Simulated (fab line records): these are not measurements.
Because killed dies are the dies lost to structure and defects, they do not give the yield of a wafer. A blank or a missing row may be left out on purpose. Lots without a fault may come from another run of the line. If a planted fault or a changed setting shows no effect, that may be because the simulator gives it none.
Which of the tools did it? + flow n5_finfet + 13 lots, 39 wafers sampled, at 3 steps of a route of 1938

WHAT THE GAUGES READ, wafer by wafer
N5_HKMG_FIN_INSPECT_61: inspects for defects (macro). Usual: raw_defect_count reads 1.9 (standard deviation 1.4).
| lot  | measured    | on                | raw_defect_count | flag |
|------|-------------|-------------------|------------------|------|
| L625 | day 3 22:23 | defect_inspect-02 | 1 3 5            |      |
| L626 | day 4 11:18 | defect_inspect-02 | 2 2 3            |      |
| L627 | day 4 14:36 | defect_inspect-01 | 2 3 5            |      |
| L630 | day 5 05:20 | defect_inspect-01 | 0 0 4            |      |
| L634 | day 6 07:32 | defect_inspect-01 | 2 3 4            |      |
| L635 | day 6 13:12 | defect_inspect-02 | 3 3 0            |      |
| L640 | day 7 18:35 | defect_inspect-01 | 4 3 0            |      |
| L641 | day 7 22:10 | defect_inspect-02 | 1 2 3            |      |
| L642 | day 8 04:11 | defect_inspect-01 | 1 4 2            |      |
| L643 | day 8 10:10 | defect_inspect-01 | 0 1 4            |      |
| L644 | day 8 16:43 | defect_inspect-02 | 1 0 1            |      |
| L645 | day 9 03:44 | defect_inspect-01 | 1 1 1            |      |
| L646 | day 9 05:25 | defect_inspect-01 | 5 1 2            |      |

N5_HKMG_FIN_THK_MEAS_70: measures by xrf. Usual: HK_THK gives 1.593 nm (standard deviation 0.018).
| lot  | measured    | on            | HK_THK (nm)       | flag |
|------|-------------|---------------|-------------------|------|
| L625 | day 4 00:50 | film_metro-02 | 1.607 1.569 1.595 |      |
| L626 | day 4 14:06 | film_metro-01 | 1.590 1.580 1.610 |      |
| L627 | day 4 17:30 | film_metro-02 | 1.608 1.604 1.626 |      |
| L630 | day 5 07:53 | film_metro-02 | 1.606 1.600 1.603 |      |
| L634 | day 6 10:10 | film_metro-01 | 1.597 1.602 1.605 |      |
| L635 | day 6 15:39 | film_metro-01 | 1.608 1.603 1.606 |      |
| L640 | day 7 21:16 | film_metro-01 | 1.556 1.570 1.559 |      |
| L641 | day 8 00:48 | film_metro-02 | 1.626 1.593 1.605 |      |
| L642 | day 8 07:12 | film_metro-01 | 1.607 1.588 1.602 |      |
| L643 | day 8 12:37 | film_metro-01 | 1.577 1.579 1.591 |      |
| L644 | day 8 19:09 | film_metro-01 | 1.578 1.582 1.595 |      |
| L645 | day 9 06:17 | film_metro-02 | 1.600 1.600 1.631 |      |
| L646 | day 9 07:59 | film_metro-02 | 1.600 1.576 1.618 |      |

EACH LOT AND THE TOOL THAT RAN IT (in order: tool; ch and the chambers of the sampled wafers; start)
| lot  | N5_HKMG_FIN_ALD_36                 |
|------|------------------------------------|
| L625 | ald_metal-04 ch 0,2, day 4 00:34   |
| L626 | ald_metal-04 ch 2,3, day 4 13:49   |
| L627 | ald_metal-04 ch 0,1,2, day 4 17:13 |
| L630 | ald_metal-03 ch 0,2,3, day 5 07:36 |
| L634 | ald_metal-04 ch 0,2,3, day 6 09:53 |
| L635 | ald_metal-04 ch 0,3, day 6 15:22   |
| L640 | ald_metal-02 ch 1,2,3, day 7 20:59 |
| L641 | ald_metal-02 ch 0,1,3, day 8 00:31 |
| L642 | ald_metal-02 ch 1,2, day 8 06:55   |
| L643 | ald_metal-02 ch 0,1,2, day 8 12:20 |
| L644 | ald_metal-04 ch 0,2,3, day 8 18:52 |
| L645 | ald_metal-03 ch 0,1,2, day 9 06:00 |
| L646 | ald_metal-03 ch 0,2,3, day 9 07:42 |
- N5_HKMG_FIN_ALD_36: deposits TiN, target thk 1 nm, pulse time 1 s, purge time 3 s.

AS READ BY THE TOOLS THEMSELVES (means over the sampled wafers that have a number; for cases with no such wafer, the mark the record gives instead)
N5_HKMG_FIN_ALD_36. Usual: heater_power_w 866 W, standard deviation 83; precursor_pulse_height_rel 1.000, standard deviation 0.022.
| lot  | tool         | heater_power_w (W) | precursor_pulse_height_rel | flag |
|------|--------------|--------------------|----------------------------|------|
| L625 | ald_metal-04 | 812                | 1.012                      |      |
| L626 | ald_metal-04 | 810                | 1.000                      |      |
| L627 | ald_metal-04 | 817                | 0.982                      |      |
| L630 | ald_metal-03 | 855                | 0.987                      |      |
| L634 | ald_metal-04 | 803                | 1.000                      |      |
| L635 | ald_metal-04 | 761                | 1.021                      |      |
| L640 | ald_metal-02 | 922                | 1.008                      |      |
| L641 | ald_metal-02 | 917                | 1.026                      |      |
| L642 | ald_metal-02 | 923                | 0.988                      |      |
| L643 | ald_metal-02 | 943                | 0.996                      |      |
| L644 | ald_metal-04 | 811                | 1.004                      |      |
| L645 | ald_metal-03 | 849                | 1.006                      |      |
| L646 | ald_metal-03 | 857                | 1.009                      |      |

THE ANSWER, worked out from the rows above alone
Rule: take the mean of a lot's wafers that have a number; if it is more than 3 standard deviations from the usual mean, the lot is off. A lot without any number at a reading at which 4 lots or more have one is off too. The other lots that the step has rows for count as sound. Order of review: gauges by route order, followed by the tools' own readings, for which a lot's mean as printed above is used. At the first step where some lot is off, the reading lying furthest off is the one used; lots without a number count as furthest.
Nothing can be told from this: no lot is off at any reading shown.

WHAT THE SIMULATOR HAD PUT IN
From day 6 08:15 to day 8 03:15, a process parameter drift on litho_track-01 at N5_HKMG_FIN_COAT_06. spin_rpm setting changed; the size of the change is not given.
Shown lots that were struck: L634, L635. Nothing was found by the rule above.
